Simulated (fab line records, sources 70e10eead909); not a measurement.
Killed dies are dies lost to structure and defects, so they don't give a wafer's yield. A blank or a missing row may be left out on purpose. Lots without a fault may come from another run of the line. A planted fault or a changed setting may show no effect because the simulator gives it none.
fab line records | flow nand_harc
record lots=5 wafers=15 last_day=33
route steps=1302 shown A_M1@1180 A_BONDPAD@1202 END@1302
lots that met no fault: from a run of the same line without faults
start_h: hours from the record's first day to the start of the lot's first wafer shown | wait_h: hours since the lot's step before | " the same as in the row above | L1.1+2: a row that stands for several wafers | - no value, or no start given | * or withheld: withheld | < > ~ a bound
route shown NAME@n: a module of which the file shows steps, and the number in the route of the first | usual: mean/standard deviation of fault-free wafers | same: alike in all rows | chamber/n: place in a boat | sites: the reading at each site | _std_site: their standard deviation | _edge_site: outer sites' mean less inner sites' | radius_mm: how far each site lies from the wafer's centre | mask NAME#n: copy n | behind: the tool/chamber that last shaped the wafer | hold: why the lot was held/for how many hours/how that ended | device: the transistor (n, p or np) that didn't switch | end of line: the same wafers' tests at the end of the route | a step without rows: its recipe alone | killed: dies lost to structure and defects at the first sort, not the wafer's yield | map: a wafer's dies, x killed, . not, _ none there
set.NAME: the setting as run; set.NAME@STEP: as run at that earlier step | model.NAME: the simulator's own value behind a step, which no gauge read
lots at some steps of the route; a table a step, a row a wafer
services: from which hour (start_h, from the record's first day; less than 0 if before it) a tool's chamber was out of use, for how many hours, and why
## steps
# step NHARC_A_M1_OVL_MEAS_10
# recipe pitch_nm=240
# usual overlay_x_nm=0.0/0.72 overlay_y_nm=0.0/0.84
# columns lot.wafer tool chamber start_h wait_h overlay_x_nm overlay_y_nm
L190.3 overlay-02 - 559.13 - 0.4 -0.3
L190.4 " - " " 0.0 0.5
L190.6 " - " " -0.4 -0.1
L197.4 overlay-01 - 621.52 - 0.0 -0.2
L197.5 " - " " 0.7 0.3
L197.6 " - " " 0.2 -0.8
L199.1 overlay-02 - 640.31 - 0.6 -1.6
L199.3 " - " " 0.8 -1.4
L199.5 " - " " 0.2 -1.4
L206.1 overlay-02 - 709.35 - 0.0 -0.4
L206.2 " - " " 0.5 0.3
L206.4 " - " " 0.1 0.1
L210.2 overlay-01 - 763.66 - 0.7 0.4
L210.5 " - " " 0.3 0.2
L210.6 " - " " -0.4 -0.1
# step NHARC_A_M1_INSPECT_11
# usual raw_defect_count=85/35
# columns lot.wafer tool chamber start_h wait_h raw_defect_count
L190.3 defect_inspect-01 - 559.16 0.0 107
L190.4 " - " " 126
L190.6 " - " " 89
L197.4 defect_inspect-02 - 621.56 0.0 38
L197.5 " - " " 37
L197.6 " - " " 33
L199.1 defect_inspect-01 - 640.34 0.0 78
L199.3 " - " " 97
L199.5 " - " " 95
L206.1 defect_inspect-01 - 709.39 0.0 122
L206.2 " - " " 113
L206.4 " - " " 131
L210.2 defect_inspect-02 - 763.70 0.0 64
L210.5 " - " " 76
L210.6 " - " " 56
# step NHARC_A_M1_DESCUM_14
# recipe time_s=3 o2_flow_sccm=200 ar_flow_sccm=0 bias_power_w=0 chemistry=O2
# usual chamber_pressure_mTorr=60.00/0.058 drypump_motor_current_A=5.9/0.42 mfc_ar_sccm=0.007/0.0076 oes_product_au=0.996/0.013 rf_vpp_V=57.8/0.94 showerhead_plenum_p_Torr=1.90/0.076 throttle_valve_pct=11.310/0.0097
# columns lot.wafer tool chamber start_h wait_h chamber_pressure_mTorr drypump_motor_current_A mfc_ar_sccm oes_product_au rf_hours_counter_h rf_vpp_V showerhead_plenum_p_Torr throttle_valve_pct
L190.3 rie_diel-12 0 559.22 0.1 60.03 5.9 0.005 1.010 7.4 56.7 1.86 11.307
L190.4 " 2 " " 59.96 5.6 0 0.992 6.4 59.4 1.89 11.308
L190.6 " 0 " " 60.06 5.9 0.005 0.993 - 58.1 1.86 11.300
L197.4 rie_diel-02 2 621.63 0.1 60.00 6.3 0 0.996 1.3 56.6 1.81 11.316
L197.6 " 1 " " 59.94 5.8 0 0.992 - 57.4 1.82 11.320
L197.5 " 2 " " 59.91 6.3 0 0.999 - 57.3 1.81 11.332
L199.1 rie_diel-11 3 640.40 0.1 60.00 5.1 0.014 0.997 1.8 58.4 2.03 11.306
L199.3 " 1 " " 60.00 6.1 0.022 0.965 2.1 57.9 1.84 11.320
L199.5 " 0 " " 59.99 6.7 0 1.023 - 58.3 1.98 11.321
L206.1 rie_diel-02 3 709.46 0.1 59.98 5.7 0.014 0.993 4.0 57.8 1.95 11.303
L206.2 " 0 " " 60.05 6.0 0.016 0.971 3.6 56.0 1.88 11.327
L206.4 " 1 " " 60.08 5.7 0 0.985 3.7 57.1 1.82 11.299
L210.2 rie_diel-12 0 763.78 0.1 60.01 6.0 0.005 0.983 6.0 56.8 1.86 11.324
L210.5 " 1 " " 59.92 5.8 0 1.026 - 58.4 1.85 11.317
L210.6 " 2 " " 59.98 5.6 0 0.993 - 56.6 1.88 11.317
# step NHARC_A_M1_ETCH_35
# recipe target_depth_a=400 overetch_a=120 time_s=43.94 ion_energy_ev=200 n2_flow_sccm=150 h2_flow_sccm=150 ar_flow_sccm=0 rf_w=400 bias_w=150 chemistry=N2/H2
# step NHARC_A_M1_ETCH_15
# recipe target_depth_a=1825 time_s=91.2 c4f8_flow_sccm=withheld ar_flow_sccm=400 rf_w=600 bias_w=300 chemistry=C4F8/Ar
# step NHARC_A_M1_CD_MEAS_16
# usual cd_nm=120.2/1.2
# columns lot.wafer tool chamber start_h wait_h cd_nm
L190.3 cd_sem-02 - 559.53 - 119.9
L190.4 " - " " 121.1
L190.6 " - " " 119.4
L197.4 cd_sem-01 - 621.93 - 121.0
L197.5 " - " " 120.0
L197.6 " - " " 119.3
L199.1 cd_sem-01 - 640.71 - 118.4
L199.3 " - " " 121.6
L199.5 " - " " 121.1
L206.1 cd_sem-01 - 709.75 - 120.6
L206.2 " - " " 123.9
L206.4 " - " " 119.7
L210.2 cd_sem-03 - 764.06 - 119.3
L210.5 " - " " 120.1
L210.6 " - " " 119.3
# step NHARC_A_M1_STRIP_18
# recipe power_w=1000 n2_flow_sccm=150 h2_flow_sccm=150 ar_flow_sccm=0 bias_w=0 chemistry=N2/H2
# usual chamber_pressure_mTorr=30.007/0.027 drypump_motor_current_A=5.8/0.46 mfc_ar_sccm=0.008/0.0087 oes_product_au=0.994/0.016 rf_vpp_V=90.8/1 showerhead_plenum_p_Torr=2.05/0.092 throttle_valve_pct=14.171/0.0079
# columns lot.wafer tool chamber start_h wait_h chamber_pressure_mTorr drypump_motor_current_A mfc_ar_sccm oes_product_au rf_hours_counter_h rf_vpp_V showerhead_plenum_p_Torr throttle_valve_pct
L190.4 rie_diel-12 3 559.63 0.1 29.955 5.1 0.000 0.978 6.8 91.1 2.10 14.181
L190.3 " 0 " " 29.994 6.0 0.005 1.003 7.4 91.1 1.98 14.160
L190.6 " 3 " " 30.051 5.1 0.000 0.980 - 90.6 2.10 14.167
L197.4 rie_diel-12 3 622.05 0.1 30.028 5.0 0.000 0.994 10.2 91.4 2.10 14.176
L197.5 " 1 " " 29.974 5.9 0 1.020 - 91.1 1.97 14.158
L197.6 " 2 " " 29.979 5.6 0 0.983 - 91.0 2.01 14.160
L199.3 rie_diel-11 2 640.78 0.1 29.993 6.0 0.018 0.994 1.9 92.5 2.20 14.168
L199.1 " 0 " " 30.006 6.7 0 1.017 2.2 90.5 2.11 14.169
L199.5 " 3 " " 30.044 5.1 0.014 0.998 - 91.9 2.17 14.166
L206.1 rie_diel-12 0 709.85 0.1 29.975 5.9 0.005 0.985 3.0 89.3 1.98 14.167
L206.4 " 1 " " 30.044 5.8 0 1.008 2.7 88.6 1.97 14.172
L206.2 " 2 " " 30.003 5.6 0 0.971 3.4 91.1 2.01 14.179
L210.2 rie_diel-12 1 764.19 0.1 30.046 5.8 0 1.030 5.9 90.8 1.97 14.167
L210.5 " 3 " " 30.035 5.1 0.000 0.993 - 90.3 2.10 14.175
L210.6 " 0 " " 30.008 6.0 0.005 0.991 - 89.7 1.98 14.171
# step NHARC_A_M1_ETCH_28
# recipe target_depth_a=300 over_etch_frac=0.3 time_s=72.99 ion_energy_ev=150 cf4_flow_sccm=50 n2_flow_sccm=100 ar_flow_sccm=150 rf_w=300 bias_w=100 chemistry=CF4/N2
# step NHARC_A_M1_STRIP_19
# recipe time_s=600 temp_c=30 chemistry=post_etch_residue_remover
# step NHARC_A_M1_DEGAS_29
# recipe temp_c=250 time_s=60
# usual heater_power_w=337/30
# columns lot.wafer tool chamber start_h wait_h heater_power_w
L190.3 pvd_sputter-02 - 560.24 - 274
L190.4 " - " " 354
L190.6 " - " " 274
L197.4 pvd_sputter-01 - 622.65 - 376
L197.5 " - " " 351
L197.6 " - " " 367
L199.3 pvd_sputter-03 - 641.42 - 334
L199.1 " - " " 308
L199.5 " - " " 346
L206.1 pvd_sputter-01 - 710.47 - 290
L206.4 " - " " 337
L206.2 " - " " 342
L210.2 pvd_sputter-03 - 764.79 - 350
L210.6 " - " " 331
L210.5 " - " " 301
# step NHARC_A_M1_PRE_CLEAN_30
# recipe time_s=30 temp_c=280 gas=H2/He
# step NHARC_A_M1_PVD_20
# recipe target_thk_a=50 bias_v=168.6 power_w=15000 chamber_pressure_pa=0.12 time_s=8.06 substrate_temp_c=50 material=TaN
# step NHARC_A_M1_PVD_21
# recipe target_thk_a=300 chamber_pressure_pa=5 power_w=5000 substrate_temp_c=30 time_s=20.49 material=Cu
# usual throttle_valve_pct=30.5/0.78
# columns lot.wafer tool chamber start_h wait_h throttle_valve_pct
L190.3 pvd_sputter-02 - 560.46 - 31.2
L190.4 " - " " 31.2
L190.6 " - " " 31.4
L197.4 pvd_sputter-01 - 622.90 - 31.1
L197.6 " - " " 30.7
L197.5 " - " " 30.1
L199.3 pvd_sputter-03 - 641.67 - 29.6
L199.1 " - " " 30.1
L199.5 " - " " 30.3
L206.1 pvd_sputter-01 - 710.71 - 30.2
L206.2 " - " " 31.3
L206.4 " - " " 31.2
L210.2 pvd_sputter-03 - 765.03 - 30.2
L210.6 " - " " 30.4
L210.5 " - " " 28.9
# step NHARC_A_M1_ECD_22
# recipe target_thk_a=4000 bath_temp_c=25 material=Cu
# step NHARC_A_M1_ANNEAL_31
# recipe temp_c=225 time_s=90
# step NHARC_A_M1_CMP_23
# recipe t_overpolish_s=20 target_thk_nm=154.34
# step NHARC_A_M1_SRD_25
# step NHARC_A_M1_INSPECT_27
# usual raw_defect_count=550/120
# columns lot.wafer tool chamber start_h wait_h raw_defect_count
L190.3 defect_inspect-01 - 561.80 0.0 481
L190.4 " - " " 535
L190.6 " - " " 591
L197.4 defect_inspect-01 - 624.22 0.0 637
L197.5 " - " " 500
L197.6 " - " " 542
L199.1 defect_inspect-02 - 642.98 0.0 521
L199.3 " - " " 917
L199.5 " - " " 551
L206.1 defect_inspect-02 - 712.03 0.0 431
L206.2 " - " " 671
L206.4 " - " " 457
L210.2 defect_inspect-02 - 766.33 0.0 614
L210.5 " - " " 530
L210.6 " - " " 500
# step NHARC_A_M1_PRE_CLEAN_32
# recipe time_s=12 temp_c=370 rf_power_w=300 gas=NH3
# step NHARC_A_M1_DEP_33
# recipe target_thk_a=300 temp_c=370 target_thk_nm=30 pressure_torr=3 flow_sccm=200 rf_w=450 material=SiCN
# step NHARC_A_BONDPAD_DEP_00
# recipe target_thk_a=2500 temp_c=370 target_thk_nm=250 pressure_torr=3 flow_sccm=200 rf_w=450 material=SiCN
# step NHARC_A_BONDPAD_CMP_29
# recipe target_thk_nm=200 material=SiCN
# usual motor_current_A=12.0/1.2
# columns lot.wafer tool chamber start_h wait_h motor_current_A
L190.4 cmp-01 2 562.93 - 11.1
L190.3 " 3 " " 11.0
L190.6 " 2 " " 11.3
L197.4 cmp-04 3 625.36 - 11.3
L197.5 " 2 " " 10.9
L197.6 " 3 " " 11.8
L199.3 cmp-03 2 644.13 - 14.3
L199.1 " 3 " " 11.1
L206.4 cmp-03 0 713.14 - 12.6
L206.1 " 1 " " 13.4
L206.2 " 2 " " 13.3
L210.2 cmp-03 1 767.49 - 13.4
L210.6 " 3 " " 10.1
L210.5 " 0 " " 12.9
# step NHARC_A_BONDPAD_THK_MEAS_30
# recipe thk_meas_gauge=ellipsometry
# usual thk_nm=200.3/1.6
# columns lot.wafer tool chamber start_h wait_h thk_nm
L190.3 film_metro-01 - 563.16 0.2 199.0
L190.4 " - " " 201.0
L190.6 " - " " 200.3
L197.4 film_metro-01 - 625.59 0.2 201.0
L197.5 " - " " 200.1
L197.6 " - " " 200.6
L199.1 film_metro-02 - 644.38 0.2 201.2
L199.3 " - " " 200.3
L206.1 film_metro-02 - 713.39 0.2 202.6
L206.2 " - " " 198.7
L206.4 " - " " 198.7
L210.2 film_metro-02 - 767.69 0.2 200.7
L210.5 " - " " 201.1
L210.6 " - " " 199.8
# step NHARC_A_BONDPAD_SRD_31
# step NHARC_A_BONDPAD_DEHYDRATE_01
# recipe temp_c=150 time_s=120
# step NHARC_A_BONDPAD_HMDS_02
# recipe time_s=30
# step NHARC_A_BONDPAD_COAT_33
# recipe temp_c=200 time_s=65
# step NHARC_A_BONDPAD_COAT_03
# recipe spin_rpm=2000 resist_thk_nm=600
# step NHARC_A_BONDPAD_SOFTBAKE_04
# recipe temp_c=125 time_s=70
# step NHARC_A_BONDPAD_EBR_05
# step NHARC_A_BONDPAD_EXPOSE_06
# recipe na=0.55 dose_mj=36.99 mask_id=A_BPAD
# step NHARC_A_BONDPAD_PEB_07
# recipe peb_temp_c=128 peb_time_s=80
# step NHARC_A_BONDPAD_DEVELOP_08
# recipe time_s=50 dev_temp_c=22
# step NHARC_A_BONDPAD_CD_MEAS_09
# recipe target_cd_nm=500 landing_energy_ev=500
# usual cd_nm=499/3.1
# columns lot.wafer tool chamber start_h wait_h cd_nm
L190.3 cd_sem-02 0 563.60 - 500
L190.4 " 0 " " 500
L190.6 " 0 " " 497
L197.4 cd_sem-02 0 626.03 - 497
L197.5 " 0 " " 502
L197.6 " 0 " " 497
L199.1 cd_sem-02 0 644.95 - 503
L199.3 " 0 " " 503
L206.1 cd_sem-02 0 713.95 - 498
L206.2 " 0 " " 500
L206.4 " 0 " " 499
L210.2 cd_sem-03 0 768.26 - 495
L210.5 " 0 " " 501
L210.6 " 0 " " 497
# step NHARC_A_BONDPAD_OVL_MEAS_35
# usual overlay_x_nm=3/5.8 overlay_y_nm=0/6.3
# columns lot.wafer tool chamber start_h wait_h overlay_x_nm overlay_y_nm
L190.3 overlay-01 - 563.68 - 2 5
L190.4 " - " " 2 4
L190.6 " - " " 2 5
L197.4 overlay-02 - 626.11 - 2 -9
L197.5 " - " " 2 -9
L197.6 " - " " 2 -9
L199.1 overlay-02 - 645.04 - 1 -4
L199.3 " - " " 1 -4
L206.1 overlay-01 - 714.04 - -2 -2
L206.2 " - " " -2 -2
L206.4 " - " " -2 -2
L210.2 overlay-01 - 768.34 - -4 5
L210.5 " - " " -4 5
L210.6 " - " " -5 5
# step NHARC_A_BONDPAD_HARDBAKE_10
# recipe temp_c=118 time_s=65
# step NHARC_A_BONDPAD_DESCUM_11
# recipe time_s=3 o2_flow_sccm=200 ar_flow_sccm=0 bias_power_w=0 chemistry=O2
# step NHARC_A_BONDPAD_ETCH_34
# recipe target_depth_a=600 overetch_a=180 time_s=65.91 ion_energy_ev=200 n2_flow_sccm=150 h2_flow_sccm=150 ar_flow_sccm=0 rf_w=400 bias_w=150 chemistry=N2/H2
# usual chamber_pressure_mTorr=30.001/0.029 drypump_motor_current_A=5.7/0.56 mfc_ar_sccm=0.019/0.017 oes_product_au=1.004/0.011 rf_vpp_V=430.5/2.4 showerhead_plenum_p_Torr=2.04/0.084 throttle_valve_pct=14.171/0.0088
# columns lot.wafer tool chamber start_h wait_h chamber_pressure_mTorr drypump_motor_current_A mfc_ar_sccm oes_product_au rf_hours_counter_h rf_vpp_V showerhead_plenum_p_Torr throttle_valve_pct
L190.3 rie_diel-06 1 563.90 0.1 30.016 6.3 0.008 1.003 14 433.1 2.14 14.170
L190.4 " 3 " " 30.014 6.5 0.038 1.000 13 431.4 2.08 14.170
L190.6 " 1 " " 30.016 6.2 0.008 1.004 - 432.8 2.14 14.166
L197.4 rie_diel-05 2 626.34 0.1 29.996 5.6 0 1.014 1 427.9 1.96 14.179
L197.6 " 0 " " 30.016 5.0 0.023 1.000 - 433.9 2.16 14.168
L197.5 " 1 " " 30.043 6.5 0.044 1.022 - 430.6 1.99 14.175
L199.3 rie_diel-06 2 645.25 0.1 29.994 5.6 0.042 0.999 26 427.2 1.91 14.171
L199.1 " 0 " " 29.993 5.0 0 0.992 28 430.2 2.01 14.152
L206.4 rie_diel-06 3 714.25 0.1 30.036 6.5 0.038 1.002 8 430.0 2.07 14.179
L206.2 " 0 " " 30.009 5.0 0 0.988 7 429.9 2.01 14.170
L206.1 " 1 " " 29.986 6.2 0.008 0.994 8 432.9 2.13 14.182
L210.2 rie_diel-13 3 768.57 0.1 29.967 6.2 0.023 1.008 24 428.6 1.97 14.173
L210.5 " 0 " " 30.043 5.4 0.026 1.008 - 430.9 2.02 14.154
L210.6 " 1 " " 29.994 5.7 0.008 1.017 - 428.5 1.94 14.172
# step NHARC_A_BONDPAD_ETCH_12
# recipe target_depth_a=2200 time_s=110 chf3_flow_sccm=50 o2_flow_sccm=10 ar_flow_sccm=200 rf_w=500 bias_w=200 chemistry=CHF3/O2
# step NHARC_A_BONDPAD_CD_MEAS_13
# usual cd_nm=498/3.3
# columns lot.wafer tool chamber start_h wait_h cd_nm
L190.3 cd_sem-01 - 564.13 - 500
L190.4 " - " " 499
L190.6 " - " " 498
L197.4 cd_sem-01 - 626.56 - 497
L197.5 " - " " 501
L197.6 " - " " 495
L199.1 cd_sem-02 - 645.47 - 503
L199.3 " - " " 506
L206.1 cd_sem-02 - 714.48 - 499
L206.2 " - " " 499
L206.4 " - " " 498
L210.2 cd_sem-03 - 768.79 - 495
L210.5 " - " " 500
L210.6 " - " " 495
# step NHARC_END_SORT_01
# recipe temp_c=25
# usual defect_limited_yield=91.2/2.6 killed_at_array=55/17 killed_at_other=0.9/1.2 killed_at_periphery=3.7/2.5 killed_dies=59/18 killed_open=3.4/1.9 killed_short=2.6/1.6 sort_bin_2_pct=3.1/1.2 sort_bin_3_pct=0.7/0.4 sort_bin_4_pct=4.9/1.4 sort_n_pass=618/18 sort_rim_yield_pct=93/3.7 sort_yield_pct=91.2/2.6
# same gross_dies=677 sort_bin_5_pct[%]=0 sort_bin_6_pct[%]=0 sort_bin_7_pct[%]=0 sort_bin_8_pct[%]=0 sort_rim_n_gross=106.00
# columns lot.wafer tool chamber start_h wait_h defect_limited_yield[%] killed_at_array killed_at_other killed_at_periphery killed_dies killed_open killed_short sort_bin_2_pct[%] sort_bin_3_pct[%] sort_bin_4_pct[%] sort_n_pass sort_rim_yield_pct[%] sort_yield_pct[%]
L190.3 prober-01 0 633.25 3.1 87.6 75 5 4 84 6 3 4.9 0.6 6.9 593 89 87.6
L190.4 prober-01 0 634.04 3.4 89.5 65 3 3 71 1 1 3.8 1.2 5.5 606 95 89.5
L190.6 prober-01 0 635.62 4.0 90.1 59 5 3 67 0 5 3.5 1.3 5.0 610 90 90.1
L197.4 prober-02 0 667.90 3.4 93.2 42 0 4 46 6 2 2.8 0.1 3.8 631 93 93.2
L197.5 prober-02 0 668.71 3.7 94.1 34 0 6 40 5 3 2.2 0.4 3.2 637 97 94.1
L197.6 prober-02 0 669.51 4.0 95.1 26 0 7 33 3 3 2.2 0 2.7 644 92 95.1
L199.1 prober-02 0 678.16 2.5 91.0 56 0 5 61 3 4 2.4 0.6 6.1 616 95 91.0
L199.3 prober-02 0 679.80 3.1 90.5 56 1 7 64 4 3 3.0 0.6 5.9 613 96 90.5
L199.5 prober-02 0 681.43 3.8 0 672 2 3 677 5 1 93.1 0.6 6.4 0 0 0
L206.1 prober-02 0 743.96 2.5 88.2 78 0 2 80 7 2 4.0 0.9 6.9 597 94 88.2
L206.2 prober-02 0 744.76 2.8 88.2 77 1 2 80 5 1 5.3 0.9 5.6 597 92 88.2
L206.4 prober-02 0 746.37 3.4 87.4 84 1 0 85 3 2 4.6 1.5 6.5 592 87 87.4
L210.2 prober-01 0 799.32 2.8 93.5 42 0 2 44 2 2 2.7 0.4 3.4 633 96 93.5
L210.5 prober-01 0 801.71 3.7 91.7 54 0 2 56 2 6 3.1 0.6 4.6 621 95 91.7
L210.6 prober-01 0 802.51 4.0 94.5 36 0 1 37 4 4 1.6 0.4 3.4 640 91 94.5
# killed by level:class
L190.3 A_CHANNEL_HOLE_D2:chamber_film_flake=37 A_SLIT:chamber_film_flake=19 THIN_TSV:chamber_film_flake=5 A_CHANNEL_HOLE_D1:chamber_film_flake=3 A_DECK1_JOINT:chamber_film_flake=3 A_CHANNEL_FILL_D2:chamber_film_flake=3 A_ONON_D2:geometric_particle:open=2 A_STAIRCASE:chamber_film_flake=2
L190.4 A_CHANNEL_HOLE_D2:chamber_film_flake=27 A_SLIT:chamber_film_flake=16 A_STAIRCASE:chamber_film_flake=9 A_CHANNEL_HOLE_D1:chamber_film_flake=5 A_DECK1_JOINT:chamber_film_flake=5 THIN_TSV:chamber_film_flake=3 A_CONTACT:chamber_film_flake=2 P_STI:geometric_particle:open=1
L190.6 A_CHANNEL_HOLE_D2:chamber_film_flake=30 A_SLIT:chamber_film_flake=16 THIN_TSV:chamber_film_flake=4 A_STAIRCASE:chamber_film_flake=3 A_CONTACT:chamber_film_flake=3 A_WL_FILL:geometric_particle:short=2 A_SGD_CUT:geometric_particle:short=1 A_CONTACT:geometric_particle:short=1
L197.4 A_CHANNEL_HOLE_D2:chamber_film_flake=15 A_STAIRCASE:chamber_film_flake=7 A_CHANNEL_HOLE_D1:chamber_film_flake=5 P_M1:geometric_particle:open=2 A_ZERO_WELL:chamber_film_flake=2 A_CHANNEL_FILL_D1:chamber_film_flake=2 A_SLIT:chamber_film_flake=2 A_WL_FILL:chamber_film_flake=2
L197.5 A_CHANNEL_HOLE_D2:chamber_film_flake=13 A_CHANNEL_HOLE_D1:chamber_film_flake=9 P_CONTACT:geometric_particle:open=3 A_WL_FILL:chamber_film_flake=3 A_CHANNEL_FILL_D1:geometric_particle:open=2 A_ZERO_WELL:chamber_film_flake=2 P_GATE:geometric_particle:short=1 A_CHANNEL_FILL_D1:geometric_particle:short=1
L197.6 A_CHANNEL_HOLE_D2:chamber_film_flake=12 A_ZERO_WELL:chamber_film_flake=5 P_ZERO_WELL:chamber_film_flake=3 A_CHANNEL_HOLE_D1:chamber_film_flake=3 A_STAIRCASE:chamber_film_flake=2 P_GATE:geometric_particle:short=1 P_M2:geometric_particle:open=1 A_CHANNEL_FILL_D1:geometric_particle:open=1
L199.1 A_CHANNEL_HOLE_D1:chamber_film_flake=30 A_CHANNEL_HOLE_D2:chamber_film_flake=12 A_SLIT:chamber_film_flake=5 A_CHANNEL_FILL_D1:geometric_particle:open=2 A_CHANNEL_FILL_D1:geometric_particle:short=2 P_CONTACT:chamber_film_flake=2 P_CONTACT:geometric_particle:short=1 A_DECK1_JOINT:geometric_particle:short=1
L199.3 A_CHANNEL_HOLE_D1:chamber_film_flake=33 A_CHANNEL_HOLE_D2:chamber_film_flake=13 A_WL_FILL:geometric_particle:open=2 P_CONTACT:chamber_film_flake=2 A_STAIRCASE:chamber_film_flake=2 A_SGD_CUT:chamber_film_flake=2 A_WL_FILL:chamber_film_flake=2 P_CONTACT:geometric_particle:short=1
L199.5 A_M1:area_pvd=602 A_CHANNEL_HOLE_D1:chamber_film_flake=30 A_CHANNEL_HOLE_D2:chamber_film_flake=21 A_STAIRCASE:chamber_film_flake=5 A_SGD_CUT:chamber_film_flake=4 P_GATE:chamber_film_flake=2 A_SLIT:chamber_film_flake=2 A_WL_FILL:chamber_film_flake=2
L206.1 A_CHANNEL_HOLE_D1:chamber_film_flake=30 A_SLIT:chamber_film_flake=24 A_STAIRCASE:chamber_film_flake=5 A_WL_FILL:chamber_film_flake=4 A_CONTACT:chamber_film_flake=4 A_CHANNEL_FILL_D1:geometric_particle:open=2 A_DECK1_JOINT:chamber_film_flake=2 P_CONTACT:geometric_particle:open=1
L206.2 A_CHANNEL_HOLE_D1:chamber_film_flake=34 A_SLIT:chamber_film_flake=17 A_STAIRCASE:chamber_film_flake=10 A_CONTACT:chamber_film_flake=10 A_WL_FILL:chamber_film_flake=2 P_M0:geometric_particle:open=1 P_M1:geometric_particle:short=1 A_ONON_D1:geometric_particle:open=1
L206.4 A_CHANNEL_HOLE_D1:chamber_film_flake=38 A_SLIT:chamber_film_flake=20 A_STAIRCASE:chamber_film_flake=12 A_CONTACT:chamber_film_flake=4 A_DECK1_JOINT:chamber_film_flake=2 A_DECK1_JOINT:geometric_particle:short=1 A_ONON_D2:geometric_particle:open=1 A_CHANNEL_FILL_D2:geometric_particle:open=1
L210.2 A_SLIT:chamber_film_flake=31 A_CONTACT:chamber_film_flake=4 A_WL_FILL:chamber_film_flake=2 P_GATE:geometric_particle:short=1 P_CONTACT:geometric_particle:open=1 A_CHANNEL_HOLE_D1:geometric_particle:short=1 A_DECK1_JOINT:geometric_particle:open=1 A_CHANNEL_HOLE_D1:chamber_film_flake=1
L210.5 A_SLIT:chamber_film_flake=42 A_WL_FILL:geometric_particle:short=2 A_STAIRCASE:chamber_film_flake=2 A_CONTACT:chamber_film_flake=2 P_CONTACT:geometric_particle:short=1 P_M0:geometric_particle:short=1 A_DECK1_JOINT:geometric_particle:open=1 A_DECK1_JOINT:geometric_particle:short=1
L210.6 A_SLIT:chamber_film_flake=22 A_CONTACT:chamber_film_flake=3 A_ONON_D1:geometric_particle:short=2 A_WL_FILL:geometric_particle:short=2 A_WL_FILL:geometric_particle:open=2 A_CHANNEL_HOLE_D1:chamber_film_flake=2 A_ONON_D1:geometric_particle:open=1 A_M0:geometric_particle:open=1
# map L199.5 (x killed, . not)
____________x____________
_________xxxxxxx_________
_______xxxxxxxxxxx_______
______xxxxxxxxxxxxx______
_____xxxxxxxxxxxxxxx_____
____xxxxxxxxxxxxxxxxx____
____xxxxxxxxxxxxxxxxx____
___xxxxxxxxxxxxxxxxxxx___
___xxxxxxxxxxxxxxxxxxx___
__xxxxxxxxxxxxxxxxxxxxx__
__xxxxxxxxxxxxxxxxxxxxx__
_xxxxxxxxxxxxxxxxxxxxxxx_
_xxxxxxxxxxxxxxxxxxxxxxx_
_xxxxxxxxxxxxxxxxxxxxxxx_
_xxxxxxxxxxxxxxxxxxxxxxx_
_xxxxxxxxxxxxxxxxxxxxxxx_
xxxxxxxxxxxxxxxxxxxxxxxxx
xxxxxxxxxxxxxxxxxxxxxxxxx
xxxxxxxxxxxxxxxxxxxxxxxxx
xxxxxxxxxxxxxxxxxxxxxxxxx
xxxxxxxxxxxxxxxxxxxxxxxxx
_xxxxxxxxxxxxxxxxxxxxxxx_
_xxxxxxxxxxxxxxxxxxxxxxx_
_xxxxxxxxxxxxxxxxxxxxxxx_
_xxxxxxxxxxxxxxxxxxxxxxx_
_xxxxxxxxxxxxxxxxxxxxxxx_
__xxxxxxxxxxxxxxxxxxxxx__
__xxxxxxxxxxxxxxxxxxxxx__
___xxxxxxxxxxxxxxxxxxx___
___xxxxxxxxxxxxxxxxxxx___
____xxxxxxxxxxxxxxxxx____
____xxxxxxxxxxxxxxxxx____
_____xxxxxxxxxxxxxxx_____
______xxxxxxxxxxxxx______
_______xxxxxxxxxxx_______
_________xxxxxxx_________
____________x____________
# map L210.5 (x killed, . not)
____________.____________
_________......._________
_______x.........._______
______..........x.x______
_____..............._____
____................x____
____.................____
___...................___
___...x............x..___
__...x...x............x__
__.xxxx.x..............__
_...xxxxx..............x_
_..xxxxxx.............x._
_..xx.x.xx.............._
_.xxxxxx................_
_..x.xxxx..............._
...x.xxx.x..xx...........
.........................
....x...x................
......x...............x..
...............x.........
_......................._
_......................._
_......................._
_......................._
_...x..................._
__.....................__
__.....................__
___...................___
___...................___
____.................____
____.................____
_____..............._____
______.............______
_______..........._______
_________......._________
____________.____________
## services
# columns tool chamber start_h hours kind
cmp-03 - 541.63 3.1 repair
rie_diel-02 1 550.49 4.0 repair
cmp-03 - 554.37 4.0 pm
pvd_sputter-03 - 554.89 0.7 repair
rie_diel-02 - 570.70 9.0 pm
rie_diel-11 - 571.56 12.3 repair
pvd_sputter-01 - 582.00 10.0 pm
rie_diel-06 2 586.16 8.3 repair
pvd_sputter-03 - 590.50 1.5 repair
rie_diel-12 - 622.40 9.0 pm
cmp-03 - 624.30 2.3 repair
pvd_sputter-01 - 625.73 0.6 repair
cmp-03 - 638.98 0.4 repair
cmp-03 - 652.37 4.0 pm
rie_diel-06 - 661.24 9.0 pm
cmp-03 - 693.22 3.1 repair
pvd_sputter-03 - 704.00 10.0 pm
cmp-03 - 706.24 2.2 repair
pvd_sputter-03 - 737.57 5.9 repair
cmp-03 - 740.40 5.7 repair
pvd_sputter-01 - 740.82 4.2 repair
cmp-03 - 750.37 4.0 pm
pvd_sputter-01 - 760.00 10.0 pm
rie_diel-06 1 766.85 4.6 repair
## key
first_sign step=NHARC_END_SORT_01 reading=sort_bin_2_pct direction=up sigmas=78 usual=3.1 struck=93.1
effect step=NHARC_END_SORT_01 reading=killed_at_array direction=up sigmas=36 usual=55 struck=672
more_kills_born_at NHARC_A_M1_PVD_21@pvd_sputter-03=602
met_at NHARC_A_M1_PVD_21
struck_wafers L199.5
later_rows_left_out L199.5
fault kind=process_parameter_drift tool=pvd_sputter-03 chamber=- onset_h=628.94 steps=NHARC_A_M1_PVD_21 channel=target_thk_a offset=* shape=step end_h=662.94 acts_in=* stated=* scope=struck_wafers_only
# later_rows_left_out: the simulator's readings of these wafers behind a module that went badly wrong aren't trusted and aren't shown, but for the sort
